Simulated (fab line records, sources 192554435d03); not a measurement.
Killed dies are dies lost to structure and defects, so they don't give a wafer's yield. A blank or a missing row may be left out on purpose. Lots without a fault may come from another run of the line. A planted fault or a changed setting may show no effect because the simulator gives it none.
A struck lot beside a sound one | flow n5_finfet | 16 steps out of a route of 1938
Sound: wafers L499.2, L499.3, L499.6. Struck: wafers L511.2, L511.4, L511.6. The cause comes at the end.
At each step with rows: each side's tool, then ch and its chambers, then its first start. Under that, the readings that differ: sound wafers | struck wafers | difference of the means | sigmas: that difference in standard deviations of wafers without a fault.
alike: readings whose means differ by less than 2 such deviations, and words and numbers that are the same on both sides. not compared: withheld readings, readings that some wafer has no value for, bounds like >300 that may hide the same value, and numbers for which the record gives no deviation and whose values overlap.
The two part at a step that has a row with sigmas, a row that says differs or no value, or rows on one side only. Numbers that don't overlap but have no deviation are shown without sigmas and don't part them. A reading that every wafer of one side lacks parts them only if that side has two wafers or more.

first, 8 steps without rows for these wafers: N5_BEOL_M7_COAT_64 (time 60 s, resist thk 12 nm); N5_BEOL_M7_COAT_71 (time 60 s, resist thk 5 nm); N5_BEOL_M7_COAT_22 (resist thk 30 nm); N5_BEOL_M7_EBR_24; N5_BEOL_M7_SOFTBAKE_23 (time 60 s); N5_BEOL_M7_EXPOSE_25 (exposes mask V6, target cd 40 nm); N5_BEOL_M7_PEB_26 (peb time 60 s); N5_BEOL_M7_DEVELOP_27 (develop time 30 s).
N5_BEOL_M7_CD_MEAS_28: target cd 40 nm.
  sound on cd_sem-03 ch 0, day 9 03:32; struck on cd_sem-02 ch 0, day 11 18:19
  alike: cd_nm
N5_BEOL_M7_OVL_MEAS_29:
  sound on overlay-01 ch 0, day 9 03:34; struck on overlay-01 ch 0, day 11 18:21
  alike: V6_OVL
N5_BEOL_M7_INSPECT_30: inspects for defects (brightfield).
  sound on defect_inspect-02, day 9 03:37; struck on defect_inspect-02, day 11 18:24
  alike: raw_defect_count
N5_BEOL_M7_DESCUM_33: chemistry O2, time 7 s.
  sound on rie_diel-01 ch 1,2, day 9 03:40; struck on rie_diel-01 ch 1,2,3, day 11 18:26
  alike: drypump_motor_current_A, o2_flow_sccm, oes_product_au, rf_vpp_V, showerhead_plenum_p_Torr, throttle_valve_pct
  not compared: rf_hours_counter_h
N5_BEOL_M7_ETCH_72: etches underlayer in N2/H2, target depth 6.5 nm, time 5.2 s.
  sound on rie_diel-01 ch 1,2, day 9 03:41; struck on rie_diel-01 ch 1,2,3, day 11 18:28
  no value came back on the struck wafers for any of 9 readings (bias_w (W), chamber_pressure_mTorr (mTorr) and others); on the sound wafers bias_w (W) reads 149.5 150.3 150.3
  reading                                      | sound          | struck     | difference | sigmas
  model.CAR-EUV_of_BEOL_M7_COAT_22.thk_nm (nm) | 20.4 20.2 20.4 | 26 26.2 26 | +6         |
  not compared: rf_hours_counter_h
N5_BEOL_M7_ETCH_65: etches SiARC in CF4, target depth 15.6 nm, time 26 s.
  sound on rie_diel-01 ch 1,2, day 9 03:43; struck on rie_diel-01 ch 1,2,3, day 11 18:29
  reading                                      | sound        | struck       | difference | sigmas
  model.CAR-EUV_of_BEOL_M7_COAT_22.thk_nm (nm) | 11.2 11 11.2 | 16.8 17 16.8 | +5.7       |
  alike: bias_w, cf4_flow_sccm, drypump_motor_current_A, etch_rf_on_time_s, oes_product_au, rf_vpp_V, showerhead_plenum_p_Torr, throttle_valve_pct
  not compared: rf_hours_counter_h
N5_BEOL_M7_ETCH_66: etches SOC in N2/H2, target depth 80 nm, overetch 16 nm, time 120 s.
  sound on rie_diel-01 ch 1,2, day 9 03:44; struck on rie_diel-01 ch 1,2,3, day 11 18:31
  alike: bias_w, chamber_pressure_mTorr, drypump_motor_current_A, n2_flow_sccm, oes_product_au, rf_vpp_V, showerhead_plenum_p_Torr, throttle_valve_pct
  not compared: rf_hours_counter_h
then, 1 step without rows for these wafers: N5_PASSIVATION_PROBE_49.

WHERE THEY PART
Only at N5_BEOL_M7_ETCH_72, within this record. Later steps at which nothing parts them and some readings are alike: N5_BEOL_M7_ETCH_65, N5_BEOL_M7_ETCH_66.

WHY: what the simulator had put in
Skipped step whole: rie_diel-01, from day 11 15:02 on, at N5_BEOL_M7_ETCH_72. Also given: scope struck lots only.
